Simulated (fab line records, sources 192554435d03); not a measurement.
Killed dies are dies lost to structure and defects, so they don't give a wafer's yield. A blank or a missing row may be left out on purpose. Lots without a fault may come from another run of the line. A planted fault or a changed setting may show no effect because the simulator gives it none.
A struck lot beside a sound one | flow n5_finfet | 36 steps out of a route of 1938
Sound: wafers L895.4, L895.5, L895.6. Struck: wafers L897.2, L897.4, L897.6. The cause comes at the end.
At each step with rows: each side's tool, then ch and its chambers, then its first start. Under that, the readings that differ: sound wafers | struck wafers | difference of the means | sigmas: that difference in standard deviations of wafers without a fault.
alike: readings whose means differ by less than 2 such deviations, and words and numbers that are the same on both sides. not compared: withheld readings, readings that some wafer has no value for, bounds like >300 that may hide the same value, and numbers for which the record gives no deviation and whose values overlap.
The two part at a step that has a row with sigmas, a row that says differs or no value, or rows on one side only. Numbers that don't overlap but have no deviation are shown without sigmas and don't part them. A reading that every wafer of one side lacks parts them only if that side has two wafers or more.

first, 9 steps without rows for these wafers: N5_BEOL_M4_ANNEAL_95 (time 240 s); N5_BEOL_M4_SPUTTER_96 (material Cu, target thk 4.5 nm, time 8.29 s); N5_BEOL_M4_ECD_50 (material Cu, target thk 300 nm); N5_BEOL_M4_ANNEAL_51 (time 90 s); N5_BEOL_M4_CMP_52 (polishes, stops on SiOC, t overpolish 6.8 s, target thk 40 nm); N5_BEOL_M4_PRE_CLEAN_60 (time 15 s); N5_BEOL_M4_CO_CAP_55 (material Co, precursor CCTBA/H2, target thk 2 nm, time 102.1 s); N5_BEOL_M4_PRE_CLEAN_56 (time 15 s); N5_BEOL_M4_DEP_57 (deposits SiCN from 3MS/NH3, target thk 8 nm, time 14 s).
N5_BEOL_M4_RC_MEAS_101:
  sound on prober-02 ch 0, day 11 19:02; struck on prober-02 ch 0, day 12 04:43
  alike: DIBL_N, DIBL_P, IOFF_N, IOFF_P, ION_N, ION_P, SS_N, SS_P, VT_N, VT_P
then, 24 steps without rows for these wafers: N5_BEOL_M5_ILD_DEP_00 (deposits SiCOH lowk from DEMS/porogen, target thk 140.64 nm, time 25.9 s); N5_BEOL_M5_CURE_79 (cures SiCOH lowk, time 240 s); N5_BEOL_M5_PECVD_70 (deposits SiO2 from TEOS/O2, target thk 16 nm, time 18 s); N5_BEOL_M5_HM_DEP_02 (deposits TiN, target thk 20 nm); N5_BEOL_M5_COAT_59 (time 60 s, resist thk 60 nm); N5_BEOL_M5_COAT_60 (time 60 s, resist thk 12 nm); N5_BEOL_M5_COAT_71 (time 60 s, resist thk 5 nm); N5_BEOL_M5_COAT_05 (resist thk 30 nm); N5_BEOL_M5_EBR_07; N5_BEOL_M5_SOFTBAKE_06 (time 60 s); N5_BEOL_M5_EXPOSE_08 (exposes mask M5, target cd 28 nm); N5_BEOL_M5_PEB_09 (peb time 60 s); N5_BEOL_M5_DEVELOP_10 (develop time 30 s); N5_BEOL_M5_DESCUM_16 (chemistry O2, time 7 s); N5_BEOL_M5_ETCH_72 (etches underlayer in N2/H2, target depth 6.5 nm, time 5.2 s); N5_BEOL_M5_ETCH_61 (etches SiARC in CF4, target depth 15.6 nm, time 26 s); N5_BEOL_M5_ETCH_62 (etches SOC in N2/H2, target depth 75 nm, overetch 15 nm, time 112.5 s); N5_BEOL_M5_STRIP_63 (strips in N2/H2); N5_BEOL_M5_STRIP_73 (strips in N2/H2); N5_BEOL_M5_STRIP_64 (strips in CF4); N5_BEOL_M5_HM_OPEN_17 (chemistry Cl2/BCl3, target TiN, target depth 20 nm, overetch 6 nm); N5_BEOL_M5_STRIP_19 (strips in O2); N5_BEOL_M5_COAT_65 (time 60 s, resist thk 60 nm); N5_BEOL_M5_COAT_66 (time 60 s, resist thk 12 nm).
-- the record jumps here: 3 days lie between the struck wafers' starts before and after (it left off in module BEOL_M5 and takes up again in module BEOL_M14, whose first step shown is number 1756 of the route) --
N5_BEOL_M14_STRIP_37: strips in O2.
  sound on rie_diel-06 ch 2,3, day 15 03:37; struck on rie_diel-02 ch 0,3, day 15 14:33
  no value came back on the struck wafers for any of 7 readings (bias_power_w (W), chamber_pressure_mTorr (mTorr) and others); on the sound wafers bias_power_w (W) reads 0 0 0
  not compared: rf_hours_counter_h
N5_PASSIVATION_PROBE_49:
  the record has rows for the struck wafers here (prober-02, day 16 14:52) and none for the sound ones

WHERE THEY PART
First at N5_BEOL_M14_STRIP_37; last, within this record, at N5_PASSIVATION_PROBE_49.

WHY: what the simulator had put in
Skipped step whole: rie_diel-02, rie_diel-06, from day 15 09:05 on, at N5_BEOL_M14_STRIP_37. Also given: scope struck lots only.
